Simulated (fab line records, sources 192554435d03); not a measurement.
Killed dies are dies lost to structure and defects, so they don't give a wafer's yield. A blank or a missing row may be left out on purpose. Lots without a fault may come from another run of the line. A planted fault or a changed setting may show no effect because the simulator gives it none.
Problem report in the 8D (eight disciplines) form, filled by code | flow n5_finfet | the parts of the form that need people (team, actions taken, sign-off) are left out

1. THE PROBLEM
CHAIN_V2 at N5_BEOL_M4_RC_MEAS_101 reads a mean of 433 ohm/link on 3 wafers of 3 lots; wafers without a fault read 230 ohm/link with a standard deviation of 9.3. That is +22 standard deviations from the usual mean.
First seen on wafer L891.5, day 11 07:36, on prober-02. The record holds 24 wafers of 8 lots with a number at this step. Rule for "out", or "out of limits": more than 4 standard deviations from the usual mean. The other wafers with a number count as sound.

2. WHAT IT IS AND WHAT IT IS NOT
question                    | is                                                     | is not
which readings at this step | CHAIN_V2, CHAIN_V2_max_site, SERP_M3, SERP_M3_max_site | DIBL_N, DIBL_P, IOFF_N, IOFF_P, ION_N, ION_P, SS_P, VT_N, VT_P
which lots                  | L891, L892, L894                                       | L881, L883, L884, L893, L896
which wafers of those lots  | L891.5, L892.4, L894.4                                 | L891.2, L891.6, L892.3, L892.6, L894.2, L894.6
read on which gauges        | prober-01, prober-02                                   | -
when                        | from day 11 07:36                                      | up to then (11 sound wafers); but 10 sound wafers of L892, L893, L894, L896 came after

3. SUSPECTS, AND WHAT RULES EACH OUT
Counting: a tool at a process step up to the reading stays a suspect if it ran every lot that is out. Sound lots after the first of them don't rule it out here, since some wafers of a struck lot are sound.
- the gauge at N5_BEOL_M4_RC_MEAS_101: ruled out. The wafers that are out were read on 2 gauges (prober-01, prober-02).
- ald_metal-01 at N5_BEOL_M3_ALD_84 (deposits TaN, pulse time 2 s, purge time 3 s, co reactant purge time 2 s): kept. It ran every lot that is out, first L891 (day 10 20:37); its last sound lot up to then is L883 (day 8 21:13).
Left after counting: ald_metal-01 at N5_BEOL_M3_ALD_84.

4. THE CAUSE (what the simulator had put in)
Process parameter drift: ald_metal-01, from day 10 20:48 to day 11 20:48, at N5_BEOL_M3_ALD_84. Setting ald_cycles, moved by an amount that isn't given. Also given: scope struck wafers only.
Counting left only this tool.

5. THE CHAIN OF EFFECTS, in route order
Each row: a reading whose mean over the struck wafers that have a number lies more than 3 standard deviations from the usual. Only readings for which the record gives a usual standard deviation are gone through. hours: the time from each lot's start at the first step in this table that gives one to its start at this step, as a median over the lots. sigmas: the change in usual standard deviations.
hours | step                    | reading                  | usual        | on struck wafers | change | sigmas
0     | N5_BEOL_M3_CMP_52       | barrier_field_endpoint_s | 24.7 s       | 26.6             | +1.9   | +3.1
13    | N5_BEOL_M4_RC_MEAS_101  | CHAIN_V2                 | 230 ohm/link | 433              | +203   | +22
13    | N5_BEOL_M4_RC_MEAS_101  | CHAIN_V2_max_site        | 238 ohm/link | 453              | +215   | +21
13    | N5_BEOL_M4_RC_MEAS_101  | SERP_M3                  | 193 ohm/um   | 283              | +90    | +6.5
13    | N5_BEOL_M4_RC_MEAS_101  | SERP_M3_max_site         | 204 ohm/um   | 315              | +111   | +6.9
117   | N5_PASSIVATION_PROBE_49 | sort_bin_8_speed         | 0.00 %       | 0.25             | +0.25  | +16
The process steps in it:
- N5_BEOL_M3_CMP_52: polishes, stops on SiOC, t overpolish 6.8 s, target thk 40 nm.
- N5_PASSIVATION_PROBE_49

6. WHAT WOULD HAVE CAUGHT IT SOONER
In this record the first reading out of limits at a measuring or inspecting step was taken at day 11 07:36, 11 hours after the fault began at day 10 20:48.
Of the tool readings at N5_BEOL_M3_ALD_84 for which the record gives a usual standard deviation, none was out on any struck wafer, so an alarm limit of 4 standard deviations on them would not have fired.
Of the lots that are out (3), L894 began N5_BEOL_M3_ALD_84 on ald_metal-01 after day 11 07:36. A hold on the tool at that time would have spared it.
